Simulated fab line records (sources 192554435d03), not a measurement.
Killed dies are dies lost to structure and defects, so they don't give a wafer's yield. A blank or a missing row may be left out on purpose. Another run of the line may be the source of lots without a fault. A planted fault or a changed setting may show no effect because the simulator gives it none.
fab line records	flow n5_finfet
record lots=7	wafers=21
route steps=1938 shown SD_EPI_N@268 SDB@349 HKMG_FIN@392 GATE_CUT@484
start_h: hours from the record's opening day to when the first of the lot's shown wafers began	wait_h: hours from the lot's prior step to this one	" repeats the value in the row above	L1.1+2: one row covering several wafers at once	- either no value or no given start	* or withheld: withheld	< > ~ a bound
route shown NAME@n: NAME is a module with steps in the file, n the number in the route of the first one	usual: the fault-free wafers' mean and standard deviation	same: alike in all rows	chamber/n: place in a boat	sites: per-site readings	_std_site: their standard deviation	_edge_site: the outer-site mean with the inner-site mean subtracted	radius_mm: how far each site lies from the wafer's centre	mask NAME#n: copy n	behind: the tool/chamber that last shaped the wafer	hold: why the lot went on hold/how many hours it stayed there/how the hold came to an end	device: transistor that didn't switch, given as n, p or np	end of line: tests of these same wafers at the route's end	a step with no rows: only its recipe	killed: dies lost to structure and defects at the first sort, not the wafer's yield	map: per-die view of a wafer (x killed, . not killed, _ where there is no die)
set.NAME: setting as actually run; set.NAME@STEP: the setting as run at that earlier step	model.NAME: the simulator's own value behind a step, which no gauge read
one table per step and one row per wafer, for lots whose settings were changed on purpose
## steps
# step N5_SD_EPI_N_PEB_07
# recipe peb_temp_c=110	peb_time_s=60	resist=CAR-ArF-block
lot.wafer	tool	chamber	start_h	wait_h	set.peb_time_s
L076.3+4	litho_track-01	0	62.56	0.0	50.37
L076.6	"	0	"	"	60
L078.1	litho_track-03	0	73.62	0.1	60
L078.2+5	"	0	"	"	70.65
L079.1+2+5	litho_track-03	0	80.20	0.1	60
L081.1+2+4	litho_track-03	0	91.50	0.1	60
L082.2+3+5	litho_track-05	0	97.25	0.0	71.86
L084.2+3+5	litho_track-01	0	111.51	0.0	60
L095.2+3+5	litho_track-05	0	174.30	0.0	60
# step N5_SD_EPI_N_DEVELOP_08
# recipe develop_time_s=30	developer=TMAH	resist=CAR-ArF-block	dev_temp_c=23	rinse_liquid=diw	dry=air_spin
# step N5_SD_EPI_N_CD_MEAS_09
# recipe target_cd_nm=120	landing_energy_ev=500	detector=se_inlens
# usual cd_nm=119.9/1.1
lot.wafer	tool	chamber	start_h	wait_h	set.peb_time_s@SD_EPI_N_PEB_07	cd_nm
L076.3	cd_sem-01	0	62.63	-	50.37	112.6
L076.4	"	0	"	"	50.37	111.9
L076.6	"	0	"	"	60	119.7
L078.1	cd_sem-03	0	73.69	-	60	120.1
L078.2	"	0	"	"	70.65	125.9
L078.5	"	0	"	"	70.65	125.5
L079.1	cd_sem-01	0	80.26	-	60	120.8
L079.2	"	0	"	"	60	119.9
L079.5	"	0	"	"	60	119.8
L081.1	cd_sem-01	0	91.57	-	60	121.8
L081.2	"	0	"	"	60	121.2
L081.4	"	0	"	"	60	121.1
L082.2	cd_sem-02	0	97.31	-	71.86	124.6
L082.3	"	0	"	"	71.86	124.7
L082.5	"	0	"	"	71.86	124.6
L084.2	cd_sem-02	0	111.58	-	60	119.4
L084.3	"	0	"	"	60	119.6
L084.5	"	0	"	"	60	119.3
L095.2	cd_sem-03	0	174.37	-	60	119.1
L095.3	"	0	"	"	60	118.6
L095.5	"	0	"	"	60	119.2
# step N5_SD_EPI_N_DESCUM_14
# recipe chemistry=O2	time_s=7.9	source_power_w=50	bias_power_w=20	pressure_mtorr=20	rf_frequency_hz=2.712e+07	temp_c=40	resist=CAR-ArF-block	o2_flow_sccm=225
lot.wafer	tool	chamber	start_h	wait_h	set.peb_time_s@SD_EPI_N_PEB_07	model.SD_EPI_N.cd_nm
L076.3	rie_diel-02	2	62.75	0.1	50.37	112.6
L076.4	"	1	"	"	50.37	112
L076.6	"	2	"	"	60	119.2
L078.1	rie_diel-02	3	73.78	0.0	60	120.2
L078.2+5	"	0,1	"	"	70.65	125.8
L079.1	rie_diel-02	0	80.35	0.0	60	120.6
L079.2	"	2	"	"	60	120.2
L079.5	"	0	"	"	60	119.8
L081.1	rie_diel-03	2	91.66	0.0	60	121.8
L081.2	"	1	"	"	60	121.4
L081.4	"	3	"	"	60	121.6
L082.2	rie_diel-03	3	97.40	0.0	71.86	124.8
L082.3+5	"	2,0	"	"	71.86	124.6
L084.2	rie_diel-02	3	111.67	0.0	60	119.2
L084.3	"	0	"	"	60	119.4
L084.5	"	3	"	"	60	119
L095.2+5	rie_diel-05	2	174.46	0.0	60	119
L095.3	"	0	"	"	60	118.4
# step N5_SD_EPI_N_ETCH_34
# recipe chemistry=CF4	target=SiARC	target_depth_a=455	mask_material=CAR-ArF-block	time_s=75.8	ion_energy_ev=80	pressure_mtorr=40	source_w=545	bias_w=36	Ar_flow_sccm=100	cf4_flow_sccm=100	ends=cleared
lot.wafer	tool	chamber	start_h	wait_h	set.peb_time_s@SD_EPI_N_PEB_07	model.SD_EPI_N.cd_nm
L076.3	rie_diel-02	2	62.78	0.0	50.37	112.6
L076.4	"	1	"	"	50.37	112
L076.6	"	2	"	"	60	119.2
L078.1	rie_diel-02	3	73.81	0.0	60	120.4
L078.2	"	0	"	"	70.65	125.4
L078.5	"	1	"	"	70.65	125.8
L079.1+2	rie_diel-02	0,2	80.39	0.0	60	120.2
L079.5	"	0	"	"	60	119.4
L081.1	rie_diel-03	2	91.69	0.0	60	122.2
L081.2	"	1	"	"	60	121
L081.4	"	3	"	"	60	121.2
L082.2	rie_diel-03	3	97.44	0.0	71.86	124.6
L082.3	"	2	"	"	71.86	125
L082.5	"	0	"	"	71.86	124.4
L084.2	rie_diel-02	3	111.70	0.0	60	119
L084.3+5	"	0,3	"	"	60	118.8
L095.2	rie_diel-05	2	174.49	0.0	60	118.8
L095.3	"	0	"	"	60	118.4
L095.5	"	2	"	"	60	118.6
# step N5_SD_EPI_N_ETCH_35
# recipe chemistry=N2/H2	target=SOC	overetch_a=1080	mask_material=SiARC	temp_c=40	ion_energy_ev=100	source_w=3000	bias_w=133	pressure_mtorr=20	time_s=486	n2_flow_sccm=200	h2_flow_sccm=200
lot.wafer	tool	chamber	start_h	wait_h	set.peb_time_s@SD_EPI_N_PEB_07	model.SD_EPI_N.cd_nm
L076.3	rie_diel-02	2	62.84	0.0	50.37	115.2
L076.4	"	1	"	"	50.37	113
L076.6	"	2	"	"	60	121.8
L078.1	rie_diel-02	3	73.87	0.0	60	118.8
L078.2	"	0	"	"	70.65	127.8
L078.5	"	1	"	"	70.65	128.6
L079.1	rie_diel-02	0	80.44	0.0	60	122.2
L079.2	"	2	"	"	60	122
L079.5	"	0	"	"	60	121.6
L081.1	rie_diel-03	2	91.75	0.0	60	121.4
L081.2	"	1	"	"	60	118.4
L081.4	"	3	"	"	60	119.4
L082.2	rie_diel-03	3	97.49	0.0	71.86	123.6
L082.3	"	2	"	"	71.86	124.6
L082.5	"	0	"	"	71.86	125.4
L084.2	rie_diel-02	3	111.76	0.0	60	119.2
L084.3	"	0	"	"	60	120
L084.5	"	3	"	"	60	118.8
L095.2	rie_diel-05	2	174.55	0.0	60	118.8
L095.3	"	0	"	"	60	116.4
L095.5	"	2	"	"	60	119.2
# step N5_SD_EPI_N_STRIP_36
# recipe chemistry=N2/H2	temp_c=40	n2_flow_sccm=200	h2_flow_sccm=200	rf_frequency_hz=6e+07
# step N5_SD_EPI_N_ETCHBACK_44
# recipe chemistry=CH3F/O2	mode=anisotropic_etchback	target=SiNx	target_depth_a=145	stop_on=SiO2	over_etch_frac=0.3	ion_energy_ev=120	pressure_mtorr=30	source_w=395	bias_w=73	Ar_flow_sccm=150	CH3F_flow_sccm=30	O2_flow_sccm=20
lot.wafer	tool	chamber	start_h	wait_h	set.peb_time_s@SD_EPI_N_PEB_07	model.SD_EPI_N.cd_nm
L076.3	rie_diel-02	2	63.16	0.0	50.37	115.2
L076.4	"	1	"	"	50.37	113
L076.6	"	2	"	"	60	121.8
L078.1	rie_diel-02	3	74.20	0.0	60	119
L078.2	"	0	"	"	70.65	127.8
L078.5	"	1	"	"	70.65	128.6
L079.1+2	rie_diel-02	0,2	80.77	0.0	60	122.2
L079.5	"	0	"	"	60	121.6
L081.1	rie_diel-03	2	92.07	0.0	60	121.4
L081.2	"	1	"	"	60	118.4
L081.4	"	3	"	"	60	119.4
L082.2	rie_diel-03	3	97.82	0.0	71.86	123.6
L082.3	"	2	"	"	71.86	124.6
L082.5	"	0	"	"	71.86	125.4
L084.2	rie_diel-02	3	112.08	0.0	60	119.2
L084.3	"	0	"	"	60	120
L084.5	"	3	"	"	60	119
L095.2	rie_diel-05	2	174.87	0.0	60	118.6
L095.3	"	0	"	"	60	116.2
L095.5	"	2	"	"	60	119
# step N5_SD_EPI_N_ETCH_45
# recipe chemistry=CH3F/O2	target=SiOCN	target_depth_a=60	mask_material=SOC	ion_energy_ev=60	bias_w=29	pressure_mtorr=15	source_w=410	Ar_flow_sccm=150	CH3F_flow_sccm=30	O2_flow_sccm=20
lot.wafer	tool	chamber	start_h	wait_h	set.target_depth_a	model.etch.depth_nm
L076.3	rie_diel-02	2	63.26	0.1	57.17	5.828
L076.4	"	1	"	"	60	6.149
L076.6	"	2	"	"	57.17	5.894
L078.1	rie_diel-02	3	74.30	0.1	54.19	5.353
L078.2	"	0	"	"	60	6.297
L078.5	"	1	"	"	54.19	5.633
L079.1	rie_diel-02	0	80.87	0.1	60	6.419
L079.2	"	2	"	"	60	6.149
L079.5	"	0	"	"	60	6.341
L081.1	rie_diel-03	2	92.17	0.1	60	6.176
L081.2	"	1	"	"	53.13	5.034
L081.4	"	3	"	"	60	6.014
L082.2	rie_diel-03	3	97.92	0.1	60	6.007
L082.3	"	2	"	"	65.23	6.649
L082.5	"	0	"	"	65.23	6.554
L084.2	rie_diel-02	3	112.18	0.1	60	5.979
L084.3	"	0	"	"	60	6.391
L084.5	"	3	"	"	60	5.955
L095.2	rie_diel-05	2	174.97	0.1	60	6.003
L095.3	"	0	"	"	60	5.871
L095.5	"	2	"	"	60	6.054
# step N5_SDB_COAT_04
# recipe resist=SiARC	temp_c=220	time_s=60	spin_rpm=1500	resist_thk_nm=18
lot.wafer	tool	chamber	start_h	wait_h	set.spin_rpm	model.SiARC_of_SDB_COAT_04.thk_nm
L076.3+6	litho_track-01	0	-	-	1500	18
L076.4	"	0	"	"	1577	17.6
L078.1+2+5	litho_track-03	0	-	-	1500	18
L079.1	litho_track-04	0	-	-	1500	18
L079.2+5	"	0	"	"	1397	18.6
L081.1+2+4	litho_track-03	0	-	-	1500	18
L082.2+3	litho_track-04	0	-	-	1500	18
L082.5	"	0	"	"	1404	18.6
L084.2+3+5	litho_track-01	0	-	-	1500	18
L095.2+3	litho_track-04	0	-	-	1500	18.2
L095.5	"	0	"	"	1647	17.4
# step N5_SDB_COAT_05
# recipe resist=CAR-ArF	spin_rpm=1500	resist_thk_nm=90
# step N5_SDB_EBR_07
# recipe solvent=PGMEA	ebr_width_mm=1.5
# step N5_SDB_DESCUM_16
# recipe chemistry=O2	time_s=7.9	source_power_w=50	bias_power_w=20	pressure_mtorr=20	rf_frequency_hz=2.712e+07	temp_c=40	resist=CAR-ArF	o2_flow_sccm=225
# step N5_SDB_ETCH_17
# recipe chemistry=CF4	target=SiARC	target_depth_a=234	mask_material=CAR-ArF	time_s=39	ion_energy_ev=80	pressure_mtorr=40	source_w=545	bias_w=36	Ar_flow_sccm=100	cf4_flow_sccm=100	ends=cleared
lot.wafer	tool	chamber	start_h	wait_h	set.spin_rpm@SDB_COAT_04	model.etch.depth_nm
L076.3	rie_diel-03	2	78.56	0.0	1500	17.99
L076.4	"	1	"	"	1577	17.51
L076.6	"	0	"	"	1500	17.96
L078.1	rie_diel-03	2	89.75	0.0	1500	18.01
L078.2	"	3	"	"	1500	17.98
L078.5	"	2	"	"	1500	17.93
L079.1	rie_diel-03	3	97.15	0.0	1500	18.04
L079.2	"	1	"	"	1397	18.65
L079.5	"	2	"	"	1397	18.67
L081.1	rie_diel-05	3	109.37	0.0	1500	17.98
L081.2	"	2	"	"	1500	18.02
L081.4	"	1	"	"	1500	17.97
L082.2	rie_diel-03	3	115.46	0.0	1500	18.03
L082.3	"	2	"	"	1500	18.06
L082.5	"	0	"	"	1404	18.64
L084.2+3	rie_diel-02	3,0	129.41	0.0	1500	18.03
L084.5	"	0	"	"	1500	18.06
L095.2	rie_diel-05	1	192.96	0.0	1500	18.14
L095.3	"	0	"	"	1500	18.1
L095.5	"	3	"	"	1647	17.3
# step N5_HKMG_FIN_COAT_43
# recipe resist=CAR-ArF	spin_rpm=1500	resist_thk_nm=90
lot.wafer	tool	chamber	start_h	wait_h	set.spin_rpm	model.CAR-ArF_of_HKMG_FIN_COAT_43.thk_nm
L076.3	litho_track-02	0	-	-	1500	90
L076.4	"	0	"	"	1500	90.4
L076.6	"	0	"	"	1500	90.2
L078.1	litho_track-01	0	-	-	1441	92
L078.2	"	0	"	"	1441	91.8
L078.5	"	0	"	"	1500	90.2
L079.1	litho_track-02	0	-	-	1386	94
L079.2	"	0	"	"	1500	90.4
L079.5	"	0	"	"	1386	93.6
L081.1+2	litho_track-05	0	-	-	1500	90.4
L081.4	"	0	"	"	1367	94.8
L082.2	litho_track-02	0	-	-	1396	93.6
L082.3	"	0	"	"	1396	93
L082.5	"	0	"	"	1500	90
L084.2	litho_track-01	0	-	-	1500	90.4
L084.3	"	0	"	"	1500	90.2
L084.5	"	0	"	"	1500	90
L095.2+3	litho_track-01	0	-	-	1500	90
L095.5	"	0	"	"	1500	89.8
# step N5_HKMG_FIN_EBR_45
# recipe solvent=PGMEA	ebr_width_mm=1.5
# step N5_HKMG_FIN_SOFTBAKE_44
# recipe temp_c=110	time_s=60	resist=CAR-ArF
# step N5_HKMG_FIN_EXPOSE_46
# recipe mask_id=NDIPOLE	na=1.35	source_shape=conventional	sigma_outer=0.8	polarization=unpolarized	dose_mj=40
# step N5_HKMG_FIN_PEB_47
# recipe peb_temp_c=withheld	peb_time_s=60	resist=CAR-ArF
# step N5_HKMG_FIN_DEVELOP_48
# recipe develop_time_s=30	developer=TMAH	resist=CAR-ArF	rinse_liquid=diw	dry=air_spin	dev_temp_c=23
lot.wafer	tool	chamber	start_h	wait_h	set.spin_rpm@HKMG_FIN_COAT_43	model.CAR-ArF_of_HKMG_FIN_COAT_43.thk_nm
L076.3+6	litho_track-02	0	-	-	1500	88.4
L076.4	"	0	"	"	1500	88.6
L078.1	litho_track-01	0	-	-	1441	90.4
L078.2	"	0	"	"	1441	90.2
L078.5	"	0	"	"	1500	88.4
L079.1	litho_track-01	0	-	-	1386	92.2
L079.2	"	0	"	"	1500	88.6
L079.5	"	0	"	"	1386	92
L081.1	litho_track-01	0	-	-	1500	88.8
L081.2	"	0	"	"	1500	88.6
L081.4	"	0	"	"	1367	93
L082.2	litho_track-05	0	-	-	1396	91.8
L082.3	"	0	"	"	1396	91.4
L082.5	"	0	"	"	1500	88.2
L084.2+3	litho_track-02	0	-	-	1500	88.6
L084.5	"	0	"	"	1500	88.4
L095.2+3	litho_track-01	0	-	-	1500	88.2
L095.5	"	0	"	"	1500	88
# step N5_HKMG_FIN_ETCH_55
# recipe chemistry=N2/H2	target=SOC	target_depth_a=2400	temp_c=40	time_s=300	ion_energy_ev=200	mask_material=SiARC	pressure_mtorr=30	source_w=840	bias_w=150	n2_flow_sccm=200	h2_flow_sccm=200
lot.wafer	tool	chamber	start_h	wait_h	set.time_s	model.HKMG_FIN.feature_depth_nm	model.etch.depth_nm	model.SiARC_of_HKMG_FIN_COAT_42.thk_nm
L076.3	rie_diel-02	2	84.12	0.0	300	247.6	247.7	21.4
L076.4	"	0	"	"	300	254	254.1	20.4
L076.6	"	0	"	"	300	256	255.9	20.4
L078.1	rie_diel-02	2	95.49	0.0	255.1	211.2	211.1	23.2
L078.2	"	0	"	"	300	255	255	20.4
L078.5	"	2	"	"	300	250.6	250.7	21.2
L079.1	rie_diel-02	3	102.95	0.0	300	241.4	241.4	21
L079.2	"	0	"	"	340.6	290	290	18.4
L079.5	"	3	"	"	300	243.4	243.3	20.8
L081.1	rie_diel-02	0	114.84	0.0	300	257	257	20.4
L081.2	"	1	"	"	340.1	292.6	292.7	18.2
L081.4	"	2	"	"	300	252	252	21.2
L082.2	rie_diel-03	0	121.62	0.0	281.2	225.6	225.6	21.4
L082.3	"	1	"	"	300	223.2	223.1	22
L082.5	"	1	"	"	300	223.4	223.4	22
L084.2	rie_diel-02	3	135.65	0.0	300	242.2	242.3	21
L084.3	"	1	"	"	300	258	258	20.2
L084.5	"	3	"	"	300	241.2	241.2	21
L095.2	rie_diel-02	3	198.37	0.0	300	239.6	239.6	20.8
L095.3	"	2	"	"	281.3	234	234	21.8
L095.5	"	3	"	"	300	241.4	241.4	20.6
# step N5_GATE_CUT_EXPOSE_10
# recipe mask_id=GATE_CUT	na=0.33	source_shape=annular	sigma_inner=0.35	sigma_outer=0.8	polarization=unpolarized	target_cd_nm=20	dose_mj=43.25
lot.wafer	tool	chamber	start_h	wait_h	mask	set.dose_mj
L076.3+6	euv_scanner-02	0	95.64	-	GATE_CUT#0	43.25
L076.4	"	0	"	"	GATE_CUT#0	40.18
L078.1+2	euv_scanner-02	0	107.10	-	GATE_CUT#0	46.43
L078.5	"	0	"	"	GATE_CUT#0	43.25
L079.1+2+5	euv_scanner-02	0	114.24	-	GATE_CUT#0	43.25
L081.1+4	euv_scanner-02	0	126.39	-	GATE_CUT#0	40.45
L081.2	"	0	"	"	GATE_CUT#0	43.25
L082.2	euv_scanner-01	0	133.90	-	GATE_CUT#0	45.54
L082.3+5	"	0	"	"	GATE_CUT#0	43.25
L084.2+3+5	euv_scanner-02	0	148.20	-	GATE_CUT#0	43.25
L095.2	euv_scanner-02	0	209.75	-	GATE_CUT#0	43.25
L095.3+5	"	0	"	"	GATE_CUT#0	45.22
# step N5_GATE_CUT_PEB_11
# recipe peb_temp_c=100	peb_time_s=60	resist=CAR-EUV
# step N5_GATE_CUT_DEVELOP_12
# recipe develop_time_s=30	developer=TMAH	resist=CAR-EUV	rinse_liquid=surfactant_rinse	dry=air_spin	dev_temp_c=23
# step N5_GATE_CUT_CD_MEAS_13
# recipe target_cd_nm=20	landing_energy_ev=500	detector=se_inlens
# usual cd_nm=20.14/0.24
lot.wafer	tool	chamber	start_h	wait_h	set.dose_mj@GATE_CUT_EXPOSE_10	cd_nm
L076.3	cd_sem-03	0	95.76	-	43.25	20.13
L076.4	"	0	"	"	40.18	18.42
L076.6	"	0	"	"	43.25	19.86
L078.1	cd_sem-01	0	107.23	-	46.43	21.77
L078.2	"	0	"	"	46.43	21.66
L078.5	"	0	"	"	43.25	20.07
L079.1	cd_sem-01	0	114.37	-	43.25	19.92
L079.2	"	0	"	"	43.25	20.10
L079.5	"	0	"	"	43.25	20.01
L081.1	cd_sem-03	0	126.53	-	40.45	18.18
L081.2	"	0	"	"	43.25	20.28
L081.4	"	0	"	"	40.45	18.47
L082.2	cd_sem-01	0	134.03	-	45.54	21.07
L082.3	"	0	"	"	43.25	20.47
L082.5	"	0	"	"	43.25	20.37
L084.2	cd_sem-03	0	148.33	-	43.25	19.95
L084.3	"	0	"	"	43.25	19.83
L084.5	"	0	"	"	43.25	19.93
L095.2	cd_sem-02	0	209.87	-	43.25	19.85
L095.3	"	0	"	"	45.22	20.70
L095.5	"	0	"	"	45.22	20.85
# step N5_GATE_CUT_DESCUM_18
# recipe chemistry=O2	time_s=7	source_power_w=50	bias_power_w=20	pressure_mtorr=20	rf_frequency_hz=2.712e+07	temp_c=40	resist=CAR-EUV	o2_flow_sccm=225
lot.wafer	tool	chamber	start_h	wait_h	set.dose_mj@GATE_CUT_EXPOSE_10	model.GATE_CUT.cd_nm
L076.3+6	rie_diel-01	2,0	95.88	0.0	43.25	20.2
L076.4	"	0	"	"	40.18	18.6
L078.1+2	rie_diel-06	2,0	107.36	0.0	46.43	21.6
L078.5	"	0	"	"	43.25	20
L079.1+2+5	rie_diel-01	0,1,1	114.49	0.0	43.25	20
L081.1	rie_diel-06	2	126.65	0.0	40.45	18.2
L081.2	"	3	"	"	43.25	20.2
L081.4	"	0	"	"	40.45	18.4
L082.2	rie_diel-01	0	134.15	0.0	45.54	21.4
L082.3+5	"	2,3	"	"	43.25	20.4
L084.2+3	rie_diel-04	0,1	148.45	0.0	43.25	20
L084.5	"	2	"	"	43.25	20.2
L095.2	rie_diel-04	3	210.00	0.0	43.25	19.8
L095.3	"	2	"	"	45.22	20.8
L095.5	"	0	"	"	45.22	21
## key
split step=N5_SD_EPI_N_PEB_07	setting=peb_time_s	stated=60	by=wafer
response step=N5_SD_EPI_N_CD_MEAS_09	reading=cd_nm	change=+0.382	per=1%	r=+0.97
response step=N5_SD_EPI_N_DESCUM_14	reading=model.SD_EPI_N.cd_nm	change=+0.367	per=1%	r=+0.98
response step=N5_SD_EPI_N_ETCH_34	reading=model.SD_EPI_N.cd_nm	change=+0.355	per=1%	r=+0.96
response step=N5_SD_EPI_N_ETCH_35	reading=model.SD_EPI_N.cd_nm	change=+0.507	per=1%	r=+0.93
response step=N5_SD_EPI_N_ETCHBACK_44	reading=model.SD_EPI_N.cd_nm	change=+0.501	per=1%	r=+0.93
split step=N5_SD_EPI_N_ETCH_45	setting=target_depth_a	stated=60	by=wafer
response step=N5_SD_EPI_N_ETCH_45	reading=model.etch.depth_nm	change=+0.0819	per=1%	r=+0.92
split step=N5_SDB_COAT_04	setting=spin_rpm	stated=1500	by=wafer
response step=N5_SDB_COAT_04	reading=model.SiARC_of_SDB_COAT_04.thk_nm	change=-0.0848	per=1%	r=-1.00
response step=N5_SDB_ETCH_17	reading=model.etch.depth_nm	change=-0.0878	per=1%	r=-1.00
split step=N5_HKMG_FIN_COAT_43	setting=spin_rpm	stated=1500	by=wafer
response step=N5_HKMG_FIN_COAT_43	reading=model.CAR-ArF_of_HKMG_FIN_COAT_43.thk_nm	change=-0.472	per=1%	r=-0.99
response step=N5_HKMG_FIN_DEVELOP_48	reading=model.CAR-ArF_of_HKMG_FIN_COAT_43.thk_nm	change=-0.479	per=1%	r=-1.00
split step=N5_HKMG_FIN_ETCH_55	setting=time_s	stated=300	by=wafer
response step=N5_HKMG_FIN_ETCH_55	reading=model.HKMG_FIN.feature_depth_nm	change=+2.71	per=1%	r=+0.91
response step=N5_HKMG_FIN_ETCH_55	reading=model.etch.depth_nm	change=+2.72	per=1%	r=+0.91
response step=N5_HKMG_FIN_ETCH_55	reading=model.SiARC_of_HKMG_FIN_COAT_42.thk_nm	change=-0.162	per=1%	r=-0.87
split step=N5_GATE_CUT_EXPOSE_10	setting=dose_mj	stated=43.25	by=wafer
response step=N5_GATE_CUT_CD_MEAS_13	reading=cd_nm	change=+0.223	per=1%	r=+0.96
response step=N5_GATE_CUT_DESCUM_18	reading=model.GATE_CUT.cd_nm	change=+0.234	per=1%	r=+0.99
